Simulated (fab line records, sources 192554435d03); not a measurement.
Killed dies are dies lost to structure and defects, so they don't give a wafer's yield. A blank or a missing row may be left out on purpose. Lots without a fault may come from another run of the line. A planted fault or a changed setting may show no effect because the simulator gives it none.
Split-lot experiment | flow n5_finfet | 7 lots, 39 wafers read, on a route of 1938 steps

THE SPLIT
At N5_FIN_SAQP_EXPOSE_13 (exposes mask FIN CORE, target cd 35.6 nm), the setting dose_mj was moved away from the recipe's 63.25 on 12 of the 39 wafers read, by -2.6% to +7.2%. The other wafers ran this setting at the recipe's value.

FROM THE SPLIT TO THE READING: what the file shows between them, 2 steps
- N5_FIN_SAQP_PEB_14: peb time 60 s
- N5_FIN_SAQP_DEVELOP_15: develop time 30 s

THE READING
cd_nm, in nm, at N5_FIN_SAQP_CD_MEAS_16 (target cd 35.6 nm). Fault-free wafers of this fab line usually give 35.55 nm, standard deviation 0.27 nm.

wafer  | tool, chamber at the split | dose_mj as run | against the recipe | cd_nm, nm | against lot-mates on the recipe
L080.1 | arfi_scanner-02, 0         | 63.25          | recipe             | 35.75     | -
L080.2 | arfi_scanner-02, 0         | 63.25          | recipe             | 35.36     | -
L080.3 | arfi_scanner-02, 0         | 63.25          | recipe             | 35.12     | -
L080.4 | arfi_scanner-02, 0         | 63.25          | recipe             | 35.48     | -
L080.5 | arfi_scanner-02, 0         | 63.25          | recipe             | 35.52     | -
L080.6 | arfi_scanner-02, 0         | 63.25          | recipe             | 35.31     | -
L087.1 | arfi_scanner-02, 0         | 63.25          | recipe             | 35.22     | -
L087.2 | arfi_scanner-02, 0         | 63.25          | recipe             | 35.31     | -
L087.3 | arfi_scanner-02, 0         | 65.67          | +3.8%              | 34.66     | -0.61
L087.4 | arfi_scanner-02, 0         | 65.67          | +3.8%              | 34.47     | -0.80
L087.5 | arfi_scanner-02, 0         | 63.25          | recipe             | 35.27     | -
L087.6 | arfi_scanner-02, 0         | 65.67          | +3.8%              | 34.72     | -0.55
L089.1 | arfi_scanner-02, 0         | 63.25          | recipe             | 35.16     | -
L089.2 | arfi_scanner-02, 0         | 63.25          | recipe             | 35.54     | -
L089.3 | arfi_scanner-02, 0         | 63.25          | recipe             | 35.40     | -
L089.4 | arfi_scanner-02, 0         | 63.25          | recipe             | 35.38     | -
L089.5 | arfi_scanner-02, 0         | 63.25          | recipe             | 35.34     | -
L089.6 | arfi_scanner-02, 0         | 63.25          | recipe             | 34.90     | -
L090.1 | arfi_scanner-03, 0         | 67.81          | +7.2%              | 33.29     | -1.90
L090.2 | arfi_scanner-03, 0         | 63.25          | recipe             | 35.21     | -
L090.3 | arfi_scanner-03, 0         | 63.25          | recipe             | 35.29     | -
L090.4 | arfi_scanner-03, 0         | 67.81          | +7.2%              | 33.37     | -1.82
L090.5 | arfi_scanner-03, 0         | 67.81          | +7.2%              | 33.59     | -1.60
L090.6 | arfi_scanner-03, 0         | 63.25          | recipe             | 35.06     | -
L093.1 | arfi_scanner-02, 0         | 63.25          | recipe             | 36.09     | -
L093.2 | arfi_scanner-02, 0         | 63.25          | recipe             | 35.73     | -
L093.3 | arfi_scanner-02, 0         | 61.58          | -2.6%              | 36.36     | +0.50
L093.4 | arfi_scanner-02, 0         | 61.58          | -2.6%              | 36.41     | +0.55
L093.5 | arfi_scanner-02, 0         | 63.25          | recipe             | 35.75     | -
L093.6 | arfi_scanner-02, 0         | 61.58          | -2.6%              | 36.80     | +0.94
L095.1 | arfi_scanner-03, 0         | 66.69          | +5.4%              | 33.84     | -1.60
L095.2 | arfi_scanner-03, 0         | 63.25          | recipe             | 35.19     | -
L095.3 | arfi_scanner-03, 0         | 66.69          | +5.4%              | 34.15     | -1.29
L095.4 | arfi_scanner-03, 0         | 66.69          | +5.4%              | 34.12     | -1.32
L095.5 | arfi_scanner-03, 0         | 63.25          | recipe             | 35.86     | -
L095.6 | arfi_scanner-03, 0         | 63.25          | recipe             | 35.27     | -
L096.4 | arfi_scanner-01, 0         | 63.25          | recipe             | 35.88     | -
L096.5 | arfi_scanner-01, 0         | 63.25          | recipe             | 35.36     | -
L096.6 | arfi_scanner-01, 0         | 63.25          | recipe             | 35.74     | -

THE FIT
A straight line over all 39 wafers: cd_nm changes by -0.28 nm for each +1% of dose_mj; r = -0.94; the points scatter about the line by 0.28 nm.
The same after taking each lot's own level away (the mean of its wafers on the recipe; 39 wafers): -0.241 nm for each +1%; r = -0.95; scatter 0.2 nm.
On that fit, the largest move of dose_mj shifts the reading by 1.7 nm.
The lots' own levels span 35.187 to 35.857 nm, that is 2.5 times the standard deviation above.
So the lot-to-lot level changes the slope: the two fits differ.
Check: with one of the wafers moved furthest among these (+7.2%) left out of the fit, the line predicts -1.69 nm for it against its lot-mates. It came out at -1.9 nm against them.

OTHER SPLITS ON THESE WAFERS
These wafers also went through other splits before the reading. Each is held against what the fit with the lots' levels taken away leaves over:
other split on the same wafers    | wafers away from the commonest value | r with cd_nm (lot level and that fit taken away)
N5_WELL_APT_IMPLANT_31 energy_kev | 12                                   | +0.01

THE FILE'S OWN FIT
cd_nm changes by -0.239 nm for each +1% of dose_mj, r = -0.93.
